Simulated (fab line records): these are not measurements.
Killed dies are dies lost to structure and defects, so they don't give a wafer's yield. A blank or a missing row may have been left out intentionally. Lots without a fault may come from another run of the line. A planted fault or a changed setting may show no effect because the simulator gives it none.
Which tool did it? -- flow n5Finfet -- 24 lots, 72 wafers sampled, at 5 steps of a route of 1938

## WHAT THE GAUGES SHOWED, per wafer
N5_BEOL_M9_RS_MEAS_57: measurement is done with a four-point probe.
lot,measured,on,M9_RS (ohm/sq)
L074,day 9 18:26,filmMetro-02,0.1510 0.1517 0.1518
L075,day 10 00:18,filmMetro-02,0.1539 0.1519 0.1504
L076,day 10 00:55,filmMetro-02,0.1522 0.1533 0.1521
L078,day 10 05:03,filmMetro-01,0.1509 0.1522 0.1523
L077,day 10 09:05,filmMetro-02,0.1499 0.1510 0.1436
L079,day 11 03:26,filmMetro-02,0.1511 0.1527 0.1542
L080,day 11 15:15,filmMetro-02,0.1426 0.1427 0.1491
L083,day 12 03:10,filmMetro-01,0.1516 0.1508 0.1534
L081,day 12 04:39,filmMetro-01,0.1523 0.1525 0.1509
L084,day 12 04:31,filmMetro-01,0.1518 0.1517 0.1507
L082,day 12 06:59,filmMetro-01,0.1470 0.1536 0.1518
L085,day 12 08:39,filmMetro-01,0.1472 0.1456 0.1507
L087,day 12 08:23,filmMetro-01,0.1498 0.1505 0.1488
L086,day 12 11:53,filmMetro-02,0.1543 0.1561 0.1544
L089,day 13 20:29,filmMetro-01,0.1474 0.1515 0.1497
L090,day 13 19:56,filmMetro-02,0.1501 0.1498 0.1564
L088,day 13 21:23,filmMetro-02,0.1506 0.1520 0.1534
L092,day 14 07:53,filmMetro-01,0.1517 0.1504 0.1439
L091,day 14 07:36,filmMetro-02,0.1516 0.1468 0.1536
L093,day 14 16:21,filmMetro-01,0.1566 0.1533 0.1545
L095,day 14 23:46,filmMetro-01,0.1523 0.1509 0.1534
L094,day 15 04:10,filmMetro-02,0.1470 0.1505 0.1505
L097,day 15 12:52,filmMetro-01,0.1521 0.1469 0.1510
L096,day 16 07:32,filmMetro-01,0.1519 0.1507 0.1462

## EACH LOT AND THE TOOL THAT RAN IT (in order: tool; ch and the chambers of the sampled wafers; start)
lot,N5_BEOL_M9_STRIP_67,N5_BEOL_M9_ETCH_65,N5_BEOL_M9_ALD_74,N5_BEOL_M9_DEP_56
L074,"rieDiel-04 ch 1,2, day 9 14:04","rieDiel-04 ch 0,1, day 9 15:20","aldMetal-01 ch 0,1, day 9 16:22","pecvd-03 ch 0,1, day 9 18:22"
L075,"rieDiel-04 ch 0,1,2, day 9 20:12","rieDiel-01 ch 0,1, day 9 21:14","aldMetal-01 ch 0,2,3, day 9 22:48","pecvd-01 ch 0,1, day 10 00:11"
L076,"rieDiel-04 ch 0,1, day 9 20:50","rieDiel-04 ch 0,1, day 9 21:48","aldMetal-02 ch 1,2,3, day 9 23:04","pecvd-03 ch 0,1,2, day 10 00:50"
L078,"rieDiel-01 ch 1,3, day 9 23:37","rieDiel-03 ch 2,3, day 10 01:31","aldMetal-02 ch 2,3, day 10 03:04","pecvd-01 ch 0,1, day 10 04:58"
L077,"rieDiel-04 ch 1,2, day 10 03:52","rieDiel-01 ch 2,3, day 10 05:44","aldMetal-02 ch 2,3, day 10 07:35","pecvd-03 ch 0,1,2, day 10 09:00"
L079,"rieDiel-01 ch 1,2, day 10 15:42","rieDiel-03 ch 1,3, day 10 20:20","aldMetal-02 ch 0,1,2, day 10 21:37","pecvd-01 ch 0,1, day 11 03:22"
L080,"rieDiel-04 ch 3, day 11 10:14","rieDiel-03 ch 0,3, day 11 12:04","aldMetal-04 ch 1,2, day 11 13:38","pecvd-02 ch 0,1,2, day 11 15:11"
L083,"rieDiel-01 ch 0,1,3, day 11 22:51","rieDiel-01 ch 0,1, day 11 23:32","aldMetal-01 ch 1,2,3, day 12 00:37","pecvd-01 ch 1,2, day 12 03:05"
L081,"rieDiel-03 ch 0,3, day 12 00:07","rieDiel-03 ch 1,2,3, day 12 01:46","aldMetal-01 ch 1,3, day 12 02:56","pecvd-03 ch 1,2, day 12 04:34"
L084,"rieDiel-01 ch 0,1,2, day 12 00:38","rieDiel-01 ch 0,1, day 12 01:37","aldMetal-02 ch 0,1,3, day 12 02:44","pecvd-01 ch 0,1, day 12 04:26"
L082,"rieDiel-01 ch 0,2,3, day 12 01:31","rieDiel-03 ch 0,2,3, day 12 02:41","aldMetal-04 ch 1,2, day 12 03:58","pecvd-02 ch 0,1, day 12 06:54"
L085,"rieDiel-01 ch 1,2, day 12 03:19","rieDiel-01 ch 2,3, day 12 05:12","aldMetal-04 ch 0,3, day 12 06:58","pecvd-03 ch 0,1, day 12 08:35"
L087,"rieDiel-01 ch 0,1,2, day 12 03:34","rieDiel-04 ch 0,1, day 12 05:10","aldMetal-02 ch 0,2, day 12 06:58","pecvd-01 ch 0,1,2, day 12 08:19"
L086,"rieDiel-04 ch 0,1,3, day 12 07:06","rieDiel-04 ch 0,1,3, day 12 07:48","aldMetal-02 ch 0,1,3, day 12 08:49","pecvd-03 ch 0,1,2, day 12 11:48"
L089,"rieDiel-04 ch 0,2,3, day 13 14:33","rieDiel-01 ch 2,3, day 13 16:36","aldMetal-02 ch 1,2,3, day 13 17:58","pecvd-03 ch 0,1,2, day 13 20:25"
L090,"rieDiel-04 ch 1,2,3, day 13 15:23","rieDiel-04 ch 2,3, day 13 16:34","aldMetal-01 ch 1,2, day 13 17:47","pecvd-01 ch 1,2, day 13 19:52"
L088,"rieDiel-04 ch 0,3, day 13 15:38","rieDiel-04 ch 2,3, day 13 17:13","aldMetal-02 ch 0,2,3, day 13 18:28","pecvd-01 ch 0,2, day 13 21:19"
L092,"rieDiel-04 ch 0,1,2, day 14 00:09","rieDiel-03 ch 0,1,2, day 14 03:46","aldMetal-04 ch 0,1, day 14 06:13","pecvd-03 ch 0,1,2, day 14 07:48"
L091,"rieDiel-04 ch 0,1,3, day 14 00:49","rieDiel-01 ch 1,2,3, day 14 03:29","aldMetal-01 ch 0,1,2, day 14 06:08","pecvd-03 ch 0,1,2, day 14 07:32"
L093,"rieDiel-03 ch 0,1,3, day 14 11:01","rieDiel-04 ch 1,3, day 14 13:31","aldMetal-04 ch 0,1, day 14 14:49","pecvd-02 ch 0,2, day 14 16:16"
L095,"rieDiel-01 ch 1,3, day 14 19:17","rieDiel-03 ch 1,2, day 14 21:12","aldMetal-01 ch 0,2,3, day 14 22:16","pecvd-03 ch 0,1,2, day 14 23:42"
L094,"rieDiel-01 ch 0,1,3, day 14 22:34","rieDiel-01 ch 0,1,3, day 15 00:41","aldMetal-04 ch 0,2, day 15 01:49","pecvd-02 ch 0,1, day 15 04:05"
L097,"rieDiel-04 ch 0,1,2, day 15 08:35","rieDiel-01 ch 0,1,3, day 15 09:41","aldMetal-01 ch 0,1,2, day 15 11:06","pecvd-03 ch 0,1,2, day 15 12:47"
L096,"rieDiel-03 ch 2,3, day 16 02:56","rieDiel-03 ch 0,2,3, day 16 04:22","aldMetal-02 ch 0,1,3, day 16 05:41","pecvd-02 ch 0,1,2, day 16 07:28"
- N5_BEOL_M9_STRIP_67: strips in CF4.
- N5_BEOL_M9_ETCH_65: etches SiARC in CF4, target depth 15.6 nm, time 26 s.
- N5_BEOL_M9_ALD_74: deposits TaN, target thk 2 nm, pulse time 2 s, purge time 3 s.
- N5_BEOL_M9_DEP_56: deposits SiCN from 3MS/NH3, target thk 15 nm, time 26.5 s.

## AS READ BY THE TOOLS THEMSELVES (means over the sampled wafers that have a number; for cases with no such wafer, the mark the record gives instead)
N5_BEOL_M9_STRIP_67.
lot,tool,drypumpMotorCurrentA (A),oesProductAu (a.u.),rfVppV (V),showerheadPlenumPTorr (Torr),throttleValvePct (%)
L074,rieDiel-04,5.7,0.77,270.9,1.78,13.49
L075,rieDiel-04,5.8,0.73,271.4,1.81,13.71
L076,rieDiel-04,5.8,0.72,271.7,1.81,13.73
L078,rieDiel-01,5.8,0.85,272.9,1.87,13.24
L077,rieDiel-04,5.8,0.72,271.8,1.80,13.69
L079,rieDiel-01,5.8,0.89,272.6,1.85,13.19
L080,rieDiel-04,6.5,0.71,268.8,1.71,13.74
L083,rieDiel-01,5.5,0.83,273.0,1.86,13.40
L081,rieDiel-03,5.0,0.88,272.3,1.85,13.52
L084,rieDiel-01,5.5,0.86,271.9,1.84,13.33
L082,rieDiel-01,5.3,0.86,271.1,1.82,13.44
L085,rieDiel-01,5.8,0.86,271.8,1.85,13.21
L087,rieDiel-01,5.5,0.85,272.0,1.84,13.32
L086,rieDiel-04,6.0,0.82,269.9,1.76,13.50
L089,rieDiel-04,6.0,0.85,271.5,1.79,13.51
L090,rieDiel-04,6.0,0.81,270.2,1.76,13.50
L088,rieDiel-04,6.0,0.84,270.8,1.79,13.53
L092,rieDiel-04,5.8,0.87,270.3,1.80,13.37
L091,rieDiel-04,6.0,0.79,270.2,1.76,13.52
L093,rieDiel-03,5.3,0.83,271.1,1.82,13.57
L095,rieDiel-01,5.8,0.80,272.5,1.86,13.33
L094,rieDiel-01,5.5,0.80,272.9,1.85,13.45
L097,rieDiel-04,5.7,0.86,271.2,1.80,13.40
L096,rieDiel-03,5.1,0.78,270.6,1.82,13.85

N5_BEOL_M9_ETCH_65.
lot,tool,drypumpMotorCurrentA (A),etchRfOnTimeS (s),oesProductAu (a.u.),rfVppV (V),showerheadPlenumPTorr (Torr),throttleValvePct (%)
L074,rieDiel-04,5.7,26.1,0.66,183.2,2.12,15.51
L075,rieDiel-01,5.4,25.8,0.73,186.0,2.26,15.39
L076,rieDiel-04,5.7,26.1,0.65,183.4,2.12,15.52
L078,rieDiel-03,4.9,26.1,0.71,183.7,2.13,15.77
L077,rieDiel-01,5.5,25.7,0.81,183.5,2.13,15.41
L079,rieDiel-03,5.5,25.9,0.72,183.4,2.14,15.59
L080,rieDiel-03,5.0,25.2,0.78,185.2,2.21,15.57
L083,rieDiel-01,5.7,26.0,0.70,186.2,2.25,15.31
L081,rieDiel-03,5.4,25.7,0.70,184.5,2.16,15.72
L084,rieDiel-01,5.6,25.8,0.71,186.9,2.25,15.31
L082,rieDiel-03,5.1,25.3,0.73,184.2,2.20,15.71
L085,rieDiel-01,5.4,25.3,0.74,184.1,2.14,15.50
L087,rieDiel-04,5.8,26.3,0.76,184.1,2.16,15.40
L086,rieDiel-04,6.0,25.7,0.70,184.3,2.11,15.52
L089,rieDiel-01,5.5,25.3,0.75,183.5,2.12,15.45
L090,rieDiel-04,6.0,26.1,0.74,183.2,2.14,15.54
L088,rieDiel-04,6.2,25.8,0.66,183.7,2.08,15.66
L092,rieDiel-03,5.5,25.6,0.71,185.3,2.22,15.66
L091,rieDiel-01,5.6,25.6,0.71,183.9,2.17,15.41
L093,rieDiel-04,5.9,26.1,0.64,183.1,2.06,15.52
L095,rieDiel-03,5.6,25.7,0.69,185.0,2.21,15.79
L094,rieDiel-01,5.5,25.7,0.69,184.9,2.22,15.49
L097,rieDiel-01,5.5,25.8,0.69,184.9,2.21,15.49
L096,rieDiel-03,5.1,25.9,0.69,184.5,2.19,15.77

N5_BEOL_M9_ALD_74.
lot,tool,heaterPowerOuterW (W),heaterPowerW (W)
L074,aldMetal-01,248,435
L075,aldMetal-01,214,394
L076,aldMetal-02,235,425
L078,aldMetal-02,254,438
L077,aldMetal-02,262,452
L079,aldMetal-02,228,434
L080,aldMetal-04,241,441
L083,aldMetal-01,239,426
L081,aldMetal-01,248,444
L084,aldMetal-02,226,422
L082,aldMetal-04,267,465
L085,aldMetal-04,211,410
L087,aldMetal-02,237,461
L086,aldMetal-02,224,428
L089,aldMetal-02,236,423
L090,aldMetal-01,223,411
L088,aldMetal-02,248,444
L092,aldMetal-04,263,471
L091,aldMetal-01,236,427
L093,aldMetal-04,261,478
L095,aldMetal-01,223,392
L094,aldMetal-04,228,428
L097,aldMetal-01,239,425
L096,aldMetal-02,217,411

N5_BEOL_M9_DEP_56.
lot,tool,showerheadPlenumPTorr (Torr),throttleValvePct (%)
L074,pecvd-03,3.676,9.2
L075,pecvd-01,3.663,9.5
L076,pecvd-03,3.659,9.0
L078,pecvd-01,3.659,9.8
L077,pecvd-03,3.669,9.2
L079,pecvd-01,3.656,9.8
L080,pecvd-02,3.669,9.0
L083,pecvd-01,3.666,9.2
L081,pecvd-03,3.663,9.1
L084,pecvd-01,3.658,9.7
L082,pecvd-02,3.665,9.1
L085,pecvd-03,3.674,9.2
L087,pecvd-01,3.663,9.6
L086,pecvd-03,3.668,9.3
L089,pecvd-03,3.669,9.1
L090,pecvd-01,3.667,9.2
L088,pecvd-01,3.662,9.2
L092,pecvd-03,3.666,9.2
L091,pecvd-03,3.667,9.1
L093,pecvd-02,3.671,8.8
L095,pecvd-03,3.671,9.2
L094,pecvd-02,3.657,8.9
L097,pecvd-03,3.672,9.2
L096,pecvd-02,3.669,9.0

## THE ANSWER, worked out from the rows above alone
Rule: what is usual is taken from the lots themselves. The widest of any qualifying gaps counts: lots, ordered by their means at a reading, are off when they make up no more than a third of the lots, leave a main group of 4 or more, and stand apart from it by 3 or more times the standard deviation of that group's means. A main group is skipped when, at the precision printed for the reading in the tables above, its means are all equal. A lot without any number at a reading at which 4 lots or more have one is off too. All remaining lots with rows at the step are treated as sound. First the gauges in route order, then the tools' own readings, where a lot's mean is used as printed above. At the first step where some lot is off, the reading lying furthest off is the one used; lots without a number count as furthest.
None of the lots is off at any reading shown; this tells nothing.

## WHAT HAD BEEN PUT IN BY THE SIMULATOR
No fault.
